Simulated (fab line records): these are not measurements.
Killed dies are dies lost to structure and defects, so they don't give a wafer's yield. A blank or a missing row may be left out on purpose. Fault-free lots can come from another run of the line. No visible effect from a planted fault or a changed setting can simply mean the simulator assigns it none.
Lot-split experiment ; flow n5 finfet ; 7 lots, 21 wafers read, on a route of 1938 steps

== ON THE SPLIT ==
At N5_BEOL_M10_PEB_26 (peb time 60 s), the setting peb time s was moved away from the recipe's 60 s on 8 of the 21 wafers read, by +5.8% to +18.9%. All remaining wafers had this setting at the recipe value.

== FROM SPLIT TO READING: 1 step shown by the file between the two ==
- N5_BEOL_M10_DEVELOP_27: develop time 30 s

== THE READING ==
cd nm (nm) at N5_BEOL_M10_CD_MEAS_28, where the cd target is 70 nm. Typical for fault-free wafers on this fab line: 70.0 nm, with standard deviation 0.63 nm.

wafer;tool, chamber at the split;peb time s as run, s;against the recipe;cd nm, nm;against lot-mates on the recipe
L075.1;litho track-04, 0;63.49;+5.8%;71.8;+1.4
L075.3;litho track-04, 0;63.49;+5.8%;72.3;+1.9
L075.4;litho track-04, 0;60;recipe;70.4;-
L077.1;litho track-04, 0;60;recipe;70.0;-
L077.2;litho track-04, 0;66.09;+10.2%;75.1;+5.1
L077.6;litho track-04, 0;60;recipe;70.0;-
L083.3;litho track-05, 0;71.33;+18.9%;76.2;+6.9
L083.4;litho track-05, 0;60;recipe;69.3;-
L083.6;litho track-05, 0;71.33;+18.9%;76.0;+6.7
L090.1;litho track-04, 0;60;recipe;69.9;-
L090.4;litho track-04, 0;70.79;+18.0%;76.4;+6.5
L090.5;litho track-04, 0;70.79;+18.0%;76.9;+7.0
L091.1;litho track-05, 0;60;recipe;70.2;-
L091.4;litho track-05, 0;60;recipe;69.8;-
L091.5;litho track-05, 0;60;recipe;71.1;-
L094.3;litho track-04, 0;60;recipe;69.9;-
L094.5;litho track-04, 0;60;recipe;69.3;-
L094.6;litho track-04, 0;60;recipe;70.1;-
L095.2;litho track-05, 0;69.35;+15.6%;75.6;+5.3
L095.4;litho track-05, 0;60;recipe;70.8;-
L095.6;litho track-05, 0;60;recipe;69.7;-

FIT RESULTS
A straight line over all 21 wafers: cd nm changes by +0.351 nm for each +1% of peb time s; r = +0.98; the points scatter about the line by 0.58 nm.
The same after taking each lot's own level away (the mean of its wafers on the recipe; 21 wafers): +0.369 nm for each +1%; r = +0.99; scatter 0.5 nm.
Per that fit: largest peb time s move, reading shift of 7 nm.
The span of the lots' own levels, 69.30 to 70.40 nm, comes to 1.7 times the standard deviation stated above.
Hence the lot-to-lot level has little effect on the slope; both slopes agree.
Check: +6.98 nm against its lot-mates is what the line predicts for one of the wafers moved furthest among these (+18.9%) when that wafer is left out of the fit. It came out at +6.9 nm against them.

== OTHER SPLITS APPLIED TO THESE WAFERS ==
Note: prior to the reading, these wafers also went through further splits. Each is held against what the fit with the lots' levels taken away leaves over:
other split on the same wafers;wafers away from the commonest value;r with cd nm (lot level and that fit taken away)
N5_BEOL_M6_COAT_22 spin rpm;2;-0.02
N5_BEOL_M6_DESCUM_33 time s;4;-0.41
N5_BEOL_M6_VIA_ETCH_34 time s;9;-0.01
N5_BEOL_M8_ILD_DEP_00 time s;5;-0.22
N5_BEOL_M8_COAT_22 spin rpm;6;+0.08
N5_BEOL_M8_DESCUM_33 time s;5;-0.14
N5_BEOL_M9_ETCH_62 time s;10;+0.24

== THE FILE'S OWN FIT ==
cd nm changes by +0.373 nm for each +1% of peb time s, r = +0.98.
